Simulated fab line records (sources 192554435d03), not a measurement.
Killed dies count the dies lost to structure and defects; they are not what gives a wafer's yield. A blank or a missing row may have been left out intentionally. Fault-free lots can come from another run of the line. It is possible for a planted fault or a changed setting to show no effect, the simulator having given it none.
A lot that was struck, set against a sound lot || flow n5 finfet || 18 steps out of a route of 1938
Sound: the wafers L394.2, L394.4, L394.5. Struck: wafer L414.2 (left out: L414.1, L414.3 of the same lot, which were not struck); the cause appears at the end.
At each step with rows: each side's tool, then ch and its chambers, then its first start. Under that, the readings that differ: sound wafers || struck wafers || difference of the means || sigmas: that difference in standard deviations of wafers without a fault.
alike: a reading whose means differ by less than 2 such deviations, as well as words and numbers matching on both sides. not compared: withheld readings; readings where some wafer has no value; bounds like >300 that might hide an equal value; numbers whose values overlap and for which the record gives no deviation.
A row with sigmas, a row that says differs or no value, or rows on one side alone: a step with any of these is where the two part. When numbers do not overlap yet have no deviation, they are printed without sigmas and do not part them. A reading missing from all wafers of one side parts the sides only when that side holds two or more wafers.

N5_START_INSPECT_01: inspects for defects (unpatterned scan).
  struck on defect inspect-01, day 7 00:02; sound on defect inspect-02, day 2 00:02
  alike: raw defect count
then, 2 steps without rows for these wafers: N5_ZERO_LAYER_PRECLEAN_00 (cleans in SPM, time 600 s); N5_ZERO_LAYER_SRD_01 (time 30 s, dry time 30 s).
N5_ZERO_LAYER_PECVD_02: deposits SiO2 from SiH4/N2O, target thk 10 nm, time 6 s.
  sound on pecvd-02 ch 0,1, day 2 00:17; struck on pecvd-01 ch 1, day 7 00:17
  alike: heater power w, showerhead plenum p Torr
then, 4 steps without rows for these wafers: N5_ZERO_LAYER_HMDS_04 (time 60 s); N5_ZERO_LAYER_COAT_05 (resist thk 1000 nm); N5_ZERO_LAYER_EBR_07; N5_ZERO_LAYER_SOFTBAKE_06 (time 90 s).
N5_ZERO_LAYER_EXPOSE_08: exposes mask ZERO, defocus 0 nm, target cd 2000 nm.
  sound on krf scanner-02 ch 0, day 2 00:28; struck on krf scanner-02 ch 0, day 7 00:28
  alike: mask
then, 3 steps without rows for these wafers: N5_ZERO_LAYER_PEB_09; N5_ZERO_LAYER_DEVELOP_10 (develop time 60 s); N5_ZERO_LAYER_HARDBAKE_23 (time 120 s).
N5_ZERO_LAYER_CD_MEAS_11: target cd 2000 nm.
  sound on cd sem-03 ch 0, day 2 00:38; struck on cd sem-03 ch 0, day 7 00:38
{"reading": "cd nm (nm)", "sound": "2006.3 1999.8 1998.7", "struck": 2024.6, "difference": "+23.0", "sigmas": "+9"}
N5_ZERO_LAYER_DESCUM_16: chemistry O2, time 7.9 s.
  sound on rie diel-03 ch 1,2, day 2 00:41; struck on rie diel-03 ch 1, day 7 00:41
{"reading": "model.ZERO_LAYER.cd nm (nm)", "sound": "2006 2000 1999", "struck": 2025, "difference": "+23", "sigmas": ""}
  alike: drypump motor current A, oes product au, rf vpp V, showerhead plenum p Torr, throttle valve pct
  not compared: rf hours counter h
N5_ZERO_LAYER_ETCH_17: etches SiO2 in CF4, target depth 12 nm, time 13.3 s.
  sound on rie diel-03 ch 1,2, day 2 00:43; struck on rie diel-03 ch 1, day 7 00:43
  alike: drypump motor current A, oes product au, rf vpp V, showerhead plenum p Torr, throttle valve pct
  not compared: rf hours counter h
N5_ZERO_LAYER_ETCH_18: etches Si in HBr/Cl2, target depth 120 nm, time 40 s.
  sound on rie si-02 ch 2,3, day 2 00:48; struck on rie si-03 ch 0, day 7 00:47
{"reading": "model.ZERO_LAYER.cd nm (nm)", "sound": "2006 2000 1999", "struck": 2025, "difference": "+23", "sigmas": ""}
  alike: drypump motor current A, he backside leak sccm, oes product au, throttle valve pct
  not compared: rf hours counter h
N5_ZERO_LAYER_STRIP_24: strips in O2.
  sound on plasma asher-02 ch 0, day 2 00:54; struck on plasma asher-02 ch 0, day 7 00:53
  alike: drypump motor current A, heater power w, oes product au, strip time to endpoint s
  not compared: rf hours counter h
N5_PASSIVATION_PROBE_49:
  rows exist in the record for the sound wafers here (prober-01, day 13 21:01), none for the struck ones

== WHERE THEY PART ==
At N5_ZERO_LAYER_CD_MEAS_11 first; at N5_PASSIVATION_PROBE_49 last (within this record only).

WHY: what had been put in by the simulator
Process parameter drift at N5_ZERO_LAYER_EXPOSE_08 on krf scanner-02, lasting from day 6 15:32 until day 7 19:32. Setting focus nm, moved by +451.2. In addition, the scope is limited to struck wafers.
